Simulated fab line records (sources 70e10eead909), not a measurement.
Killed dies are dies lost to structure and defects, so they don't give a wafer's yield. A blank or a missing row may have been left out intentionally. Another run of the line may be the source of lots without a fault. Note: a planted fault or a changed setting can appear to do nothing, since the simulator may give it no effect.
fab line records	flow nandHarc
[record] lots = 13	wafers = 39	lastDay = 33
route steps=1302 shown A_BONDPAD@1216 THIN_TSV@1245 END@1302
lots untouched by any fault: they come from a run of this same line in which no faults occurred
startH: hours from the record's first day to the start of the lot's first wafer shown	waitH: hours since the lot's step before	" same as the row above	L1.1+2: a row that stands for several wafers	- either no value or no given start	* or withheld: withheld	< > ~ a bound
route shown NAME@n: NAME is a module with steps in the file, n the number in the route of the first one	usual: the fault-free wafers' mean and standard deviation	same: alike in all rows	chamber/n: place in a boat	sites: per-site readings	_std_site: the values' standard deviation	_edge_site: mean of outer sites minus mean of inner sites	radiusMm: for every site, how far away it sits from the centre of the wafer	mask NAME#n: copy n	behind: the last tool/chamber to shape the wafer	hold: reason for holding the lot/hours on hold/outcome of the hold	device: which transistor (n, p or np) failed to switch	end of line: tests of these same wafers at the route's end	where a step has no rows: the recipe by itself	killed: dies that structure and defects cost at the first sort, which is not the same as the wafer's yield	map: shows each die of a wafer: x if killed, . if not, _ if none is there
set.NAME: the setting that was run; set.NAME@STEP: the one run at that earlier step	model.NAME: the simulator's own value behind a step, which no gauge read
one table for each step of the route and one row for each wafer, over a sample of lots
services: from which hour (startH, from the record's first day; less than 0 if before it) a tool's chamber was out of use, for how many hours, and why
[[steps]]
[step NHARC_A_BONDPAD_OVL_MEAS_35]
[usual] overlayXNm = -1/6	overlayYNm = -2/3.7
lot.wafer	tool	chamber	startH	waitH	overlayXNm	overlayYNm
L597.2	overlay-01	-	546.37	-	-14	-2
L597.3	"	-	"	"	-14	-2
L597.4	"	-	"	"	-14	-2
L599.1	overlay-02	-	580.74	-	1	-4
L599.2	"	-	"	"	1	-4
L599.6	"	-	"	"	0	-4
L600.2	overlay-02	-	605.73	-	-2	4
L600.4	"	-	"	"	-2	4
L600.6	"	-	"	"	-2	4
L604.1	overlay-01	-	609.29	-	2	-6
L604.4	"	-	"	"	2	-6
L604.5	"	-	"	"	2	-6
L603.2	overlay-01	-	611.16	-	3	-2
L603.3	"	-	"	"	3	-3
L603.6	"	-	"	"	3	-3
L605.1	overlay-01	-	620.37	-	-2	-2
L605.3	"	-	"	"	-3	-2
L605.5	"	-	"	"	-3	-2
L609.1	overlay-02	-	663.52	-	0	-4
L609.2	"	-	"	"	0	-4
L609.6	"	-	"	"	0	-4
L611.3	overlay-01	-	670.96	-	2	-10
L611.5	"	-	"	"	2	-10
L611.6	"	-	"	"	2	-10
L612.1	overlay-01	-	694.92	-	-1	-7
L612.2	"	-	"	"	0	-7
L612.4	"	-	"	"	0	-7
L610.1	overlay-01	-	700.21	-	-7	3
L610.3	"	-	"	"	-7	3
L610.5	"	-	"	"	-7	2
L615.1	overlay-01	-	728.17	-	-8	-1
L615.4	"	-	"	"	-8	0
L615.5	"	-	"	"	-9	0
L616.1	overlay-02	-	730.38	-	6	-4
L616.4	"	-	"	"	6	-4
L616.5	"	-	"	"	6	-4
L619.1	overlay-02	-	757.68	-	14	-6
L619.3	"	-	"	"	14	-6
L619.4	"	-	"	"	14	-6
[step NHARC_THIN_TSV_CMP_01]
[recipe] targetThkUm = 3
[usual] motorCurrentA = 12.1/1.3	slurryFilterDpKPa = 13.51/0.13
lot.wafer	tool	chamber	startH	waitH	motorCurrentA	slurryFilterDpKPa
L597.4	cmp-01	1	560.03	0.4	12.3	13.19
L597.3	"	2	"	"	12.7	13.66
L597.2	"	3	"	"	10.5	13.53
L599.1	cmp-02	1	594.47	1.0	13.4	13.55
L599.2	"	2	"	"	11.5	13.48
L599.6	"	2	"	"	10.5	13.47
L600.2	cmp-01	0	621.20	0.8	11.0	13.54
L600.4	"	1	"	"	12.8	13.40
L600.6	"	1	"	"	13.6	13.43
L604.1	cmp-02	2	623.60	1.0	11.0	13.54
L604.4	"	1	"	"	13.3	13.65
L604.5	"	2	"	"	11.7	13.30
L603.2	cmp-01	1	624.81	0.8	14.1	13.63
L603.3	"	3	"	"	10.5	13.42
L603.6	"	1	"	"	14.1	13.31
L605.1	cmp-04	0	633.97	1.1	10.1	13.40
L605.3	"	1	"	"	15.6	13.64
L605.5	"	3	"	"	11.1	13.43
L609.1	cmp-01	0	677.24	1.0	10.4	13.56
L609.2	"	3	"	"	10.4	13.53
L609.6	"	0	"	"	11.2	13.52
L611.3	cmp-02	3	686.03	0.6	12.7	13.64
L611.5	"	2	"	"	10.4	13.40
L611.6	"	3	"	"	11.8	13.55
L612.4	cmp-04	1	709.47	0.4	15.6	13.42
L612.1	"	3	"	"	11.3	13.42
L612.2	"	0	"	"	10.3	13.62
L610.3	cmp-02	1	714.21	0.6	13.0	13.57
L610.1	"	2	"	"	11.0	13.54
L610.5	"	2	"	"	11.4	13.56
L615.4	cmp-02	1	746.05	0.4	13.5	13.21
L615.1	"	3	"	"	11.8	13.73
L615.5	"	0	"	"	10.8	13.61
L616.4	cmp-02	0	747.22	0.4	11.1	13.42
L616.1	"	3	"	"	12.2	13.76
L616.5	"	1	"	"	13.4	13.48
L619.1	cmp-01	2	771.75	1.0	13.0	13.38
L619.4	"	3	"	"	10.7	13.19
L619.3	"	1	"	"	13.3	13.43
[step NHARC_THIN_TSV_STRIP_45]
[recipe] powerW = 1500	tempC = 250	chemistry = O2
[usual] drypumpMotorCurrentA = 6.0/0.37	heaterPowerW = 316/23	tempC = 249.98/0.19
lot.wafer	tool	chamber	startH	waitH	drypumpMotorCurrentA	heaterPowerW	rfHoursCounterH	tempC
L597.2	plasmaAsher-02	1	562.35	0.1	5.5	266	28	249.97
L597.4	"	1	"	"	5.5	264	-	250.08
L597.3	"	0	"	"	6.4	338	-	249.99
L599.1	plasmaAsher-02	0	596.83	0.1	6.4	339	34	250.15
L599.2	"	1	"	"	5.5	275	34	250.00
L599.6	"	1	"	"	5.5	273	-	250.08
L600.2	plasmaAsher-01	1	623.55	0.1	5.7	321	19	250.05
L600.4	"	1	"	"	5.7	325	-	249.93
L600.6	"	1	"	"	5.7	333	-	250.18
L604.1	plasmaAsher-02	1	625.82	0.1	5.5	280	3	249.94
L604.4	"	0	"	"	6.4	324	-	249.95
L604.5	"	1	"	"	5.5	277	-	250.30
L603.2	plasmaAsher-02	0	627.33	0.1	6.4	324	3	250.20
L603.3	"	1	"	"	5.5	281	-	249.82
L603.6	"	1	"	"	5.5	282	-	249.85
L605.1	plasmaAsher-02	1	636.31	0.1	5.5	276	5	249.90
L605.3	"	0	"	"	6.4	327	-	250.18
L605.5	"	0	"	"	6.4	321	-	250.03
L609.2	plasmaAsher-02	1	679.69	0.1	5.6	279	14	249.79
L609.1	"	0	"	"	6.4	325	14	249.84
L609.6	"	1	"	"	5.5	284	-	250.01
L611.3	plasmaAsher-02	0	688.32	0.2	6.4	326	-	250.01
L611.5	"	0	"	"	6.4	324	-	250.19
L611.6	"	1	"	"	5.5	283	-	250.10
L612.1	plasmaAsher-01	1	711.71	0.1	5.7	317	1	250.40
L612.2	"	0	"	"	6.2	331	1	249.95
L612.4	"	0	"	"	6.2	332	-	249.77
L610.1	plasmaAsher-01	1	716.55	0.1	5.7	323	3	249.85
L610.3	"	1	"	"	5.7	337	-	250.05
L610.5	"	1	"	"	5.7	322	-	250.06
L615.1	plasmaAsher-01	0	748.37	0.1	6.2	327	9	250.15
L615.4	"	1	"	"	5.7	326	-	250.05
L615.5	"	1	"	"	5.7	319	-	249.69
L616.1	plasmaAsher-02	1	749.61	0.1	5.5	282	29	249.85
L616.4	"	0	"	"	6.4	321	-	250.22
L616.5	"	0	"	"	6.4	314	-	250.38
L619.1	plasmaAsher-01	1	774.14	0.1	5.7	323	14	249.95
L619.4	"	0	"	"	6.2	332	-	249.74
L619.3	"	1	"	"	5.7	320	-	249.90
[step NHARC_THIN_TSV_DEP_47]
[recipe] targetThkA = 2000	tempC = withheld	pressureTorr = 6.5	rfW = 900	teosFlowSccm = 161.4	flowSccm = 2650	targetThkNm = 200	gas = O2	material = SiO2
[usual] chamberPressureTorr = 6.501/0.016	flowSccm = 2649/7.5	showerheadVppV = 1815/84	throttleValvePct = 15.9/0.61
lot.wafer	tool	chamber	startH	waitH	chamberPressureTorr	flowSccm	showerheadVppV	throttleValvePct
L597.3	pecvd-02	0	563.14	-	6.507	2651	1703	16.8
L597.2	"	1	"	"	6.492	2661	1702	16.5
L597.4	"	2	"	"	6.516	2643	1861	15.5
L599.2	pecvd-04	2	597.68	-	6.526	2646	1977	14.9
L599.1	"	1	"	"	6.500	2648	1849	16.2
L599.6	"	0	"	"	6.529	2647	1881	16.8
L600.2	pecvd-01	1	624.43	-	6.489	2655	1733	15.5
L600.6	"	2	"	"	6.496	2652	1779	16.3
L600.4	"	0	"	"	6.466	2660	1879	16.4
L604.1	pecvd-04	2	626.62	-	6.490	2659	1960	14.7
L604.4	"	2	"	"	6.495	2659	1967	14.8
L604.5	"	0	"	"	6.506	2642	1834	16.7
L603.2	pecvd-04	0	628.10	-	6.503	2656	1827	16.8
L603.3	"	2	"	"	6.525	2653	1949	15.1
L603.6	"	0	"	"	6.503	2641	1864	16.8
L605.1	pecvd-01	0	637.06	-	6.505	2653	1863	16.6
L605.3	"	1	"	"	6.531	2648	1700	15.5
L605.5	"	1	"	"	6.482	2642	1744	15.4
L609.1	pecvd-02	2	680.53	-	-	-	-	-
L609.2	"	0	"	"	-	-	-	-
L609.6	"	2	"	"	-	-	-	-
L611.3	pecvd-04	0	689.12	-	-	-	-	-
L611.6	"	1	"	"	-	-	-	-
L611.5	"	0	"	"	-	-	-	-
L612.2	pecvd-02	0	712.56	-	-	-	-	-
L612.1	"	1	"	"	-	-	-	-
L612.4	"	2	"	"	-	-	-	-
L610.1	pecvd-02	2	717.35	-	6.497	2668	1832	14.8
L610.3	"	1	"	"	6.523	2647	1696	16.2
L610.5	"	2	"	"	6.508	2661	1858	14.7
L615.1	pecvd-01	0	749.26	-	6.470	2662	1846	16.1
L615.4	"	1	"	"	6.491	2645	1687	15.4
L615.5	"	0	"	"	6.476	2655	1878	15.9
L616.1	pecvd-02	2	750.38	-	6.520	2643	1854	15.1
L616.5	"	2	"	"	6.492	2635	1866	15.2
L616.4	"	1	"	"	6.491	2638	1735	16.3
L619.3	pecvd-04	0	774.89	-	6.496	2651	1888	16.2
L619.1	"	1	"	"	6.501	2653	1825	16.1
L619.4	"	2	"	"	6.523	2648	2010	15.3
[step NHARC_END_SORT_01]
[recipe] tempC = 25
[usual] defectLimitedYield = 89.9/2.9	killedAtArray = 64/20	killedAtOther = 0.7/1.1	killedAtPeriphery = 3.6/2.7	killedDies = 68/20	killedOpen = 2.8/1.9	killedShort = 2.3/1.5
[same] grossDies = 677
lot.wafer	tool	chamber	startH	waitH	hold	defectLimitedYield[%]	killedAtArray	killedAtOther	killedAtPeriphery	killedDies	killedOpen	killedShort
L597.2	prober-01	0	580.14	2.8	-	83.5	110	0	2	112	3	3
L597.3	prober-01	0	580.93	3.1	-	84.0	106	1	1	108	2	5
L597.4	prober-01	0	581.72	3.4	-	83.0	112	1	2	115	0	5
L599.1	prober-02	0	610.81	2.5	-	91.7	54	0	2	56	2	1
L599.2	prober-02	0	611.63	2.8	-	92.5	47	0	4	51	4	1
L599.6	prober-02	0	614.87	4.1	-	90.5	60	0	4	64	0	6
L604.1	prober-01	0	637.66	2.5	-	86.6	87	0	4	91	1	1
L604.4	prober-01	0	640.06	3.4	-	84.9	95	1	6	102	4	3
L604.5	prober-01	0	640.86	3.7	-	88.0	78	1	2	81	1	1
L600.2	prober-02	0	638.52	2.8	-	91.9	49	2	4	55	2	2
L600.4	prober-02	0	640.12	3.4	-	90.5	56	3	5	64	3	3
L600.6	prober-02	0	641.73	4.0	-	91.4	54	3	1	58	1	1
L603.2	prober-02	0	646.36	2.8	-	86.1	86	5	3	94	2	3
L603.3	prober-02	0	647.17	3.1	-	86.7	88	0	2	90	2	0
L603.6	prober-02	0	649.60	4.1	-	87.6	82	1	1	84	1	1
L605.1	prober-01	0	653.32	2.5	-	90.3	57	3	6	66	4	3
L605.3	prober-01	0	654.94	3.1	-	91.0	56	0	5	61	3	0
L605.5	prober-01	0	656.56	3.7	-	91.4	56	0	2	58	4	2
L609.1	prober-01	0	696.64	2.5	awaitDispo/9.1h/scrap	0	38	630	9	677	1	1
L609.2	prober-01	0	697.44	2.8	awaitDispo/9.1h/scrap	0	43	622	12	677	3	3
L609.6	prober-01	0	700.65	4.0	awaitDispo/9.1h/scrap	0	49	621	7	677	4	2
L612.1	prober-01	0	725.65	2.5	awaitDispo/2.1h/scrap	0	81	590	6	677	4	0
L612.2	prober-01	0	726.44	2.8	awaitDispo/2.1h/scrap	0	82	592	3	677	0	2
L612.4	prober-01	0	728.03	3.4	awaitDispo/2.1h/scrap	0	78	590	9	677	5	1
L610.1	prober-02	0	730.63	2.5	-	87.0	85	1	2	88	9	2
L610.3	prober-02	0	732.24	3.1	-	90.0	68	0	0	68	1	1
L610.5	prober-02	0	733.85	3.7	-	87.6	83	0	1	84	3	6
L615.1	prober-01	0	762.14	2.5	-	89.8	65	0	4	69	3	5
L615.4	prober-01	0	764.56	3.4	-	88.3	69	1	9	79	6	3
L615.5	prober-01	0	765.37	3.7	-	91.3	53	0	6	59	1	3
L616.1	prober-02	0	767.82	2.5	-	93.1	45	0	2	47	2	0
L616.4	prober-02	0	770.21	3.4	-	90.7	61	0	2	63	3	4
L616.5	prober-02	0	771.01	3.7	-	91.0	59	0	2	61	0	2
L619.1	prober-01	0	792.63	2.5	-	91.1	55	1	4	60	4	3
L619.3	prober-01	0	794.22	3.1	-	91.6	51	1	5	57	3	4
L619.4	prober-01	0	795.02	3.4	-	91.7	51	1	4	56	6	1
// killed by level:class
L597.2 A_CHANNEL_HOLE_D1:chamberFilmFlake=32 A_SLIT:chamberFilmFlake=30 A_CHANNEL_HOLE_D2:chamberFilmFlake=29 A_STAIRCASE:chamberFilmFlake=8 A_CONTACT:chamberFilmFlake=4 P_GATE:chamberFilmFlake=2 A_SOURCE_PLATE:geometricParticle:short=1 A_DECK1_JOINT:geometricParticle:short=1
L597.3 A_CHANNEL_HOLE_D2:chamberFilmFlake=33 A_CHANNEL_HOLE_D1:chamberFilmFlake=28 A_SLIT:chamberFilmFlake=24 A_STAIRCASE:chamberFilmFlake=7 A_CONTACT:chamberFilmFlake=6 A_DECK1_JOINT:geometricParticle:short=2 A_CHANNEL_HOLE_D1:geometricParticle:short=1 A_ONON_D2:geometricParticle:open=1
L597.4 A_CHANNEL_HOLE_D1:chamberFilmFlake=39 A_CHANNEL_HOLE_D2:chamberFilmFlake=33 A_SLIT:chamberFilmFlake=23 A_STAIRCASE:chamberFilmFlake=9 A_WL_FILL:geometricParticle:short=2 A_ZERO_WELL:chamberFilmFlake=2 A_CONTACT:chamberFilmFlake=2 A_CHANNEL_FILL_D1:geometricParticle:short=1
L599.1 A_CHANNEL_HOLE_D2:chamberFilmFlake=37 A_STAIRCASE:chamberFilmFlake=4 A_CONTACT:chamberFilmFlake=4 A_M1:chamberFilmFlake=3 A_CHANNEL_HOLE_D1:chamberFilmFlake=2 A_SGD_CUT:chamberFilmFlake=2 P_CONTACT:geometricParticle:open=1 A_ONON_D2:geometricParticle:short=1
L599.2 A_CHANNEL_HOLE_D2:chamberFilmFlake=33 A_SGD_CUT:chamberFilmFlake=4 A_STAIRCASE:chamberFilmFlake=3 P_ZERO_WELL:chamberFilmFlake=2 A_CHANNEL_HOLE_D1:chamberFilmFlake=2 P_CONTACT:geometricParticle:open=1 P_M0:geometricParticle:open=1 A_ONON_D1:geometricParticle:open=1
L599.6 A_CHANNEL_HOLE_D2:chamberFilmFlake=37 A_SGD_CUT:chamberFilmFlake=7 A_STAIRCASE:chamberFilmFlake=5 A_M1:chamberFilmFlake=3 P_ZERO_WELL:chamberFilmFlake=2 A_CONTACT:chamberFilmFlake=2 P_BONDPAD:geometricParticle:short=1 A_ONON_D1:geometricParticle:short=1
L604.1 A_CHANNEL_HOLE_D1:chamberFilmFlake=29 A_CHANNEL_HOLE_D2:chamberFilmFlake=29 A_SLIT:chamberFilmFlake=24 P_BONDPAD:chamberFilmFlake=3 A_CONTACT:chamberFilmFlake=2 A_SOURCE_PLATE:geometricParticle:open=1 A_WL_FILL:geometricParticle:short=1 P_GATE:chamberFilmFlake=1
L600.2 A_CHANNEL_HOLE_D1:chamberFilmFlake=29 A_CHANNEL_HOLE_D2:chamberFilmFlake=13 A_CHANNEL_FILL_D1:chamberFilmFlake=2 A_CONTACT:chamberFilmFlake=2 THIN_TSV:chamberFilmFlake=2 P_CONTACT:geometricParticle:open=1 P_M0:geometricParticle:open=1 A_CHANNEL_FILL_D1:geometricParticle:short=1
L604.4 A_CHANNEL_HOLE_D1:chamberFilmFlake=33 A_CHANNEL_HOLE_D2:chamberFilmFlake=26 A_SLIT:chamberFilmFlake=23 P_GATE:chamberFilmFlake=3 A_WL_FILL:chamberFilmFlake=3 A_WL_FILL:geometricParticle:short=2 A_STAIRCASE:chamberFilmFlake=2 A_CONTACT:chamberFilmFlake=2
L600.4 A_CHANNEL_HOLE_D1:chamberFilmFlake=25 A_CHANNEL_HOLE_D2:chamberFilmFlake=15 A_CHANNEL_FILL_D1:chamberFilmFlake=4 A_SLIT:chamberFilmFlake=3 THIN_TSV:chamberFilmFlake=3 P_GATE:chamberFilmFlake=2 A_STAIRCASE:chamberFilmFlake=2 A_CONTACT:chamberFilmFlake=2
L604.5 A_SLIT:chamberFilmFlake=30 A_CHANNEL_HOLE_D1:chamberFilmFlake=23 A_CHANNEL_HOLE_D2:chamberFilmFlake=21 P_BONDPAD:chamberFilmFlake=2 A_CHANNEL_FILL_D2:geometricParticle:short=1 A_CONTACT:geometricParticle:open=1 A_WL_FILL:chamberFilmFlake=1 A_CONTACT:chamberFilmFlake=1
L600.6 A_CHANNEL_HOLE_D1:chamberFilmFlake=33 A_CHANNEL_HOLE_D2:chamberFilmFlake=11 THIN_TSV:chamberFilmFlake=3 A_WL_FILL:chamberFilmFlake=2 A_CONTACT:chamberFilmFlake=2 A_M1:chamberFilmFlake=2 A_CHANNEL_FILL_D2:geometricParticle:short=1 A_CONTACT:geometricParticle:open=1
L603.2 A_CHANNEL_HOLE_D1:chamberFilmFlake=34 A_SLIT:chamberFilmFlake=27 A_CHANNEL_HOLE_D2:chamberFilmFlake=15 THIN_TSV:chamberFilmFlake=5 A_CONTACT:chamberFilmFlake=4 A_SOURCE_PLATE:geometricParticle:short=2 P_GATE:geometricParticle:open=1 P_CONTACT:geometricParticle:open=1
L603.3 A_CHANNEL_HOLE_D1:chamberFilmFlake=36 A_SLIT:chamberFilmFlake=30 A_CHANNEL_HOLE_D2:chamberFilmFlake=10 A_STAIRCASE:chamberFilmFlake=3 A_CHANNEL_FILL_D1:chamberFilmFlake=2 A_CHANNEL_FILL_D2:chamberFilmFlake=2 A_CONTACT:chamberFilmFlake=2 A_CHANNEL_FILL_D1:geometricParticle:open=1
L603.6 A_CHANNEL_HOLE_D1:chamberFilmFlake=35 A_SLIT:chamberFilmFlake=24 A_CHANNEL_HOLE_D2:chamberFilmFlake=13 A_WL_FILL:chamberFilmFlake=3 A_CONTACT:chamberFilmFlake=3 A_ONON_D1:geometricParticle:short=1 A_CHANNEL_FILL_D1:geometricParticle:open=1 P_STI:chamberFilmFlake=1
L605.1 A_CHANNEL_HOLE_D1:chamberFilmFlake=26 A_CHANNEL_HOLE_D2:chamberFilmFlake=14 A_CONTACT:chamberFilmFlake=4 A_M0:chamberFilmFlake=4 P_BONDPAD:chamberFilmFlake=2 THIN_TSV:chamberFilmFlake=2 A_CHANNEL_FILL_D2:chamberFilmFlake=2 A_SLIT:chamberFilmFlake=2
L605.3 A_CHANNEL_HOLE_D1:chamberFilmFlake=29 A_CHANNEL_HOLE_D2:chamberFilmFlake=14 A_SLIT:chamberFilmFlake=5 P_STI:chamberFilmFlake=3 A_STAIRCASE:chamberFilmFlake=2 A_M0:chamberFilmFlake=2 A_CHANNEL_FILL_D1:geometricParticle:open=1 A_SGD_CUT:geometricParticle:open=1
L605.5 A_CHANNEL_HOLE_D1:chamberFilmFlake=28 A_CHANNEL_HOLE_D2:chamberFilmFlake=14 A_SLIT:chamberFilmFlake=3 A_CONTACT:chamberFilmFlake=3 A_SOURCE_PLATE:geometricParticle:short=1 A_CHANNEL_HOLE_D1:geometricParticle:open=1 A_M0:geometricParticle:short=1 A_BLC:geometricParticle:open=1
L609.1 THIN_TSV:areaDep=630 A_CHANNEL_HOLE_D1:chamberFilmFlake=30 P_STI:chamberFilmFlake=4 A_STAIRCASE:chamberFilmFlake=4 P_ZERO_WELL:chamberFilmFlake=3 A_CONTACT:chamberFilmFlake=2 P_CONTACT:geometricParticle:short=1 A_ONON_D1:geometricParticle:open=1
L609.2 THIN_TSV:areaDep=622 A_CHANNEL_HOLE_D1:chamberFilmFlake=29 P_CONTACT:chamberFilmFlake=5 P_STI:chamberFilmFlake=4 A_CONTACT:chamberFilmFlake=4 A_SLIT:chamberFilmFlake=2 A_CHANNEL_FILL_D2:chamberFilmFlake=2 P_GATE:geometricParticle:short=1
L609.6 THIN_TSV:areaDep=619 A_CHANNEL_HOLE_D1:chamberFilmFlake=27 A_SLIT:chamberFilmFlake=5 A_CONTACT:chamberFilmFlake=5 A_CHANNEL_HOLE_D2:chamberFilmFlake=4 A_CHANNEL_FILL_D2:chamberFilmFlake=3 P_ZERO_WELL:chamberFilmFlake=2 P_GATE:geometricParticle:open=1
L612.1 THIN_TSV:areaDep=590 A_CHANNEL_HOLE_D1:chamberFilmFlake=39 A_SLIT:chamberFilmFlake=32 A_CONTACT:chamberFilmFlake=4 P_STI:chamberFilmFlake=2 P_GATE:chamberFilmFlake=2 A_STAIRCASE:chamberFilmFlake=2 P_M0:geometricParticle:open=1
L612.2 THIN_TSV:areaDep=592 A_CHANNEL_HOLE_D1:chamberFilmFlake=42 A_SLIT:chamberFilmFlake=26 A_CONTACT:chamberFilmFlake=6 A_STAIRCASE:chamberFilmFlake=5 A_ONON_D1:geometricParticle:short=1 A_SGD_CUT:geometricParticle:short=1 P_STI:chamberFilmFlake=1
L612.4 THIN_TSV:areaDep=589 A_CHANNEL_HOLE_D1:chamberFilmFlake=37 A_SLIT:chamberFilmFlake=30 A_CONTACT:chamberFilmFlake=7 P_CONTACT:chamberFilmFlake=5 P_STI:chamberFilmFlake=2 P_M0:geometricParticle:open=1 A_CHANNEL_FILL_D1:geometricParticle:open=1
L610.1 A_CHANNEL_HOLE_D1:chamberFilmFlake=31 A_CHANNEL_HOLE_D2:chamberFilmFlake=24 A_CONTACT:chamberFilmFlake=8 A_SLIT:chamberFilmFlake=6 A_STAIRCASE:chamberFilmFlake=3 A_CHANNEL_FILL_D2:geometricParticle:open=2 A_WL_FILL:chamberFilmFlake=2 P_STI:geometricParticle:short=1
L610.3 A_CHANNEL_HOLE_D1:chamberFilmFlake=27 A_CHANNEL_HOLE_D2:chamberFilmFlake=25 A_CONTACT:chamberFilmFlake=5 A_SLIT:chamberFilmFlake=3 A_DECK1_JOINT:chamberFilmFlake=3 A_STAIRCASE:chamberFilmFlake=2 A_CHANNEL_FILL_D2:geometricParticle:open=1 A_SGD_CUT:geometricParticle:short=1
L610.5 A_CHANNEL_HOLE_D1:chamberFilmFlake=39 A_CHANNEL_HOLE_D2:chamberFilmFlake=25 A_SLIT:chamberFilmFlake=7 A_ONON_D1:geometricParticle:short=2 A_CHANNEL_FILL_D2:geometricParticle:short=2 A_CONTACT:chamberFilmFlake=2 P_M1:geometricParticle:open=1 A_CHANNEL_HOLE_D1:geometricParticle:open=1
L615.1 A_SLIT:chamberFilmFlake=33 A_CHANNEL_HOLE_D1:chamberFilmFlake=11 A_CHANNEL_FILL_D1:chamberFilmFlake=4 A_STAIRCASE:chamberFilmFlake=4 A_CONTACT:chamberFilmFlake=4 A_WL_FILL:geometricParticle:short=2 P_STI:geometricParticle:short=1 P_M0:geometricParticle:short=1
L615.4 A_SLIT:chamberFilmFlake=32 A_CHANNEL_HOLE_D1:chamberFilmFlake=19 A_CONTACT:chamberFilmFlake=3 A_M0:geometricParticle:open=2 P_GATE:chamberFilmFlake=2 P_M0:chamberFilmFlake=2 A_CHANNEL_HOLE_D2:chamberFilmFlake=2 A_STAIRCASE:chamberFilmFlake=2
L615.5 A_SLIT:chamberFilmFlake=29 A_CHANNEL_HOLE_D1:chamberFilmFlake=8 A_STAIRCASE:chamberFilmFlake=5 A_CONTACT:chamberFilmFlake=5 P_M0:chamberFilmFlake=4 P_M1:chamberFilmFlake=2 A_CHANNEL_HOLE_D1:geometricParticle:short=1 A_CONTACT:geometricParticle:open=1
L616.1 A_CHANNEL_HOLE_D2:chamberFilmFlake=25 A_CHANNEL_HOLE_D1:chamberFilmFlake=9 A_CONTACT:chamberFilmFlake=5 A_SLIT:chamberFilmFlake=4 A_STAIRCASE:chamberFilmFlake=2 P_GATE:geometricParticle:open=1 P_CONTACT:geometricParticle:open=1
L616.4 A_CHANNEL_HOLE_D2:chamberFilmFlake=20 A_CHANNEL_HOLE_D1:chamberFilmFlake=17 A_CONTACT:chamberFilmFlake=5 A_STAIRCASE:chamberFilmFlake=5 A_SLIT:chamberFilmFlake=5 P_GATE:chamberFilmFlake=2 A_CHANNEL_FILL_D2:chamberFilmFlake=2 A_ONON_D1:geometricParticle:open=1
L616.5 A_CHANNEL_HOLE_D2:chamberFilmFlake=26 A_CHANNEL_HOLE_D1:chamberFilmFlake=16 A_SLIT:chamberFilmFlake=7 A_STAIRCASE:chamberFilmFlake=3 A_CONTACT:chamberFilmFlake=3 A_CHANNEL_HOLE_D1:geometricParticle:short=1 A_WL_FILL:geometricParticle:short=1 P_STI:chamberFilmFlake=1
L619.1 A_SLIT:chamberFilmFlake=37 A_CONTACT:chamberFilmFlake=8 P_M2:chamberFilmFlake=4 A_SGD_CUT:geometricParticle:short=2 A_DECK1_JOINT:geometricParticle:open=1 A_CHANNEL_FILL_D2:geometricParticle:open=1 A_SGD_CUT:geometricParticle:open=1 A_WL_FILL:geometricParticle:short=1
L619.3 A_SLIT:chamberFilmFlake=37 A_CONTACT:chamberFilmFlake=5 A_CHANNEL_HOLE_D2:chamberFilmFlake=3 P_M2:chamberFilmFlake=2 P_GATE:geometricParticle:open=1 P_M0:geometricParticle:short=1 P_M1:geometricParticle:short=1 A_ONON_D1:geometricParticle:open=1
L619.4 A_SLIT:chamberFilmFlake=36 P_M2:chamberFilmFlake=3 A_CONTACT:chamberFilmFlake=3 A_M1:geometricParticle:open=2 A_CHANNEL_FILL_D1:chamberFilmFlake=2 P_M1:geometricParticle:open=1 A_ONON_D1:geometricParticle:open=1 A_CHANNEL_FILL_D1:geometricParticle:open=1
[[services]]
tool	chamber	startH	hours	kind
cmp-04	-	542.94	0.5	repair
pecvd-04	1	543.51	4.8	repair
cmp-04	-	564.73	4.1	repair
pecvd-04	2	583.16	2.0	repair
cmp-01	-	587.60	4.0	pm
pecvd-02	-	589.10	13.0	pm
plasmaAsher-02	-	603.37	9.0	pm
cmp-02	-	606.85	1.7	repair
plasmaAsher-02	-	618.41	0.4	repair
cmp-02	-	624.50	4.0	pm
pecvd-04	-	631.27	13.0	pm
cmp-02	-	632.51	0.6	repair
cmp-01	-	655.71	3.8	repair
plasmaAsher-02	-	673.09	0.9	repair
pecvd-01	-	673.30	13.0	pm
cmp-02	-	675.07	3.1	repair
pecvd-02	-	678.61	0.7	repair
cmp-01	-	685.60	4.0	pm
pecvd-01	-	693.50	2.2	repair
plasmaAsher-01	-	696.08	9.0	pm
cmp-02	-	722.50	4.0	pm
cmp-02	-	748.29	2.0	repair
pecvd-01	1	763.01	14.1	repair
pecvd-02	-	770.17	13.0	pm
[[key]]
[firstSign] step = NHARC_THIN_TSV_DEP_47	reading = toolRecord	direction = missing
[effect] step = NHARC_END_SORT_01	reading = killedAtOther	direction = up	sigmas = 99+	usual = 0.7	struck = 607.5
[moreKillsBornAt] NHARC_THIN_TSV_DEP_47@pecvd-02 = 3642
metAt NHARC_THIN_TSV_DEP_47
struckLots L609,L611,L612
laterRowsLeftOut L609.1,L609.2,L609.6,L611.3,L611.5,L611.6,L612.1,L612.2,L612.4
sortLeftOut L611.3,L611.5,L611.6
notActingAt NHARC_A_BONDPAD_OVL_MEAS_35,NHARC_THIN_TSV_CMP_01,NHARC_THIN_TSV_STRIP_45
onsetBetween 628.10 680.53
[fault] kind = skippedStepWhole	tool = pecvd-02,pecvd-04	chamber = -	onsetH = 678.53	steps = NHARC_THIN_TSV_DEP_47	scope = struckLotsOnly
// sortLeftOut: the simulated sort isn't trusted on such a fault, so these wafers' sort isn't shown, and their yield isn't known
// laterRowsLeftOut: the simulator's readings of these wafers behind a module that went badly wrong aren't trusted and aren't shown, but for the sort
